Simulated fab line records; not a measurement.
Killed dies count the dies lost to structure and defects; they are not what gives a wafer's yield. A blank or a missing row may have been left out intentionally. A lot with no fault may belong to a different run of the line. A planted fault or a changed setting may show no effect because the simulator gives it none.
Chamber matching / flow nand harc / 3 sister chambers for NHARC_A_M1_DEP_33 on pecvd-04
The step deposits SiCN, target thk 30 nm. 6 wafers are shown with their chamber, then 7 later ones without.

WAFERS, EACH WITH ITS CHAMBER
wafer=L082.1; chamber=0; heater power w (W)=504
wafer=L082.5; chamber=0; heater power w (W)=526
wafer=L082.4; chamber=1; heater power w (W)=659
wafer=L082.6; chamber=2; heater power w (W)=540
wafer=L083.3; chamber=1; heater power w (W)=626
wafer=L083.4; chamber=2; heater power w (W)=523

WAFERS WITH NO CHAMBER GIVEN
wafer=L083.6; heater power w (W)=567
wafer=L091.2; heater power w (W)=514
wafer=L091.3; heater power w (W)=607
wafer=L091.4; heater power w (W)=506
wafer=L092.3; heater power w (W)=537
wafer=L092.4; heater power w (W)=614
wafer=L092.6; heater power w (W)=557

CHAMBER TAKEN BY EACH
wafer=L083.6; from the rows above=can't be placed: 2 or 0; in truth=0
wafer=L091.2; from the rows above=can't be placed: 0 or 2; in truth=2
wafer=L091.3; from the rows above=1; in truth=1
wafer=L091.4; from the rows above=can't be placed: 0 or 2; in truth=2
wafer=L092.3; from the rows above=can't be placed: 2 or 0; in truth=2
wafer=L092.4; from the rows above=1; in truth=1
wafer=L092.6; from the rows above=can't be placed: 2 or 0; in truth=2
Correctly placed: 2 of 7. Not placeable from these rows: 5 (in 5, the candidates include the true chamber). 0 placed wrongly.
How it was worked out, from the rows above alone: a wafer's distance from a chamber is the root of the sum, over the readings, of the square of ((its reading less the chamber's mean) divided by the reading's scatter). If the next closest chamber is less than 2 further off than the closest, the wafer can't be placed; otherwise it belongs to the closest. Each chamber's mean is taken over the wafers shown for it. The scatter is the square root of a quotient: the sum, over the shown wafers, of each reading's squared deviation from its chamber's mean, divided by wafers minus chambers.
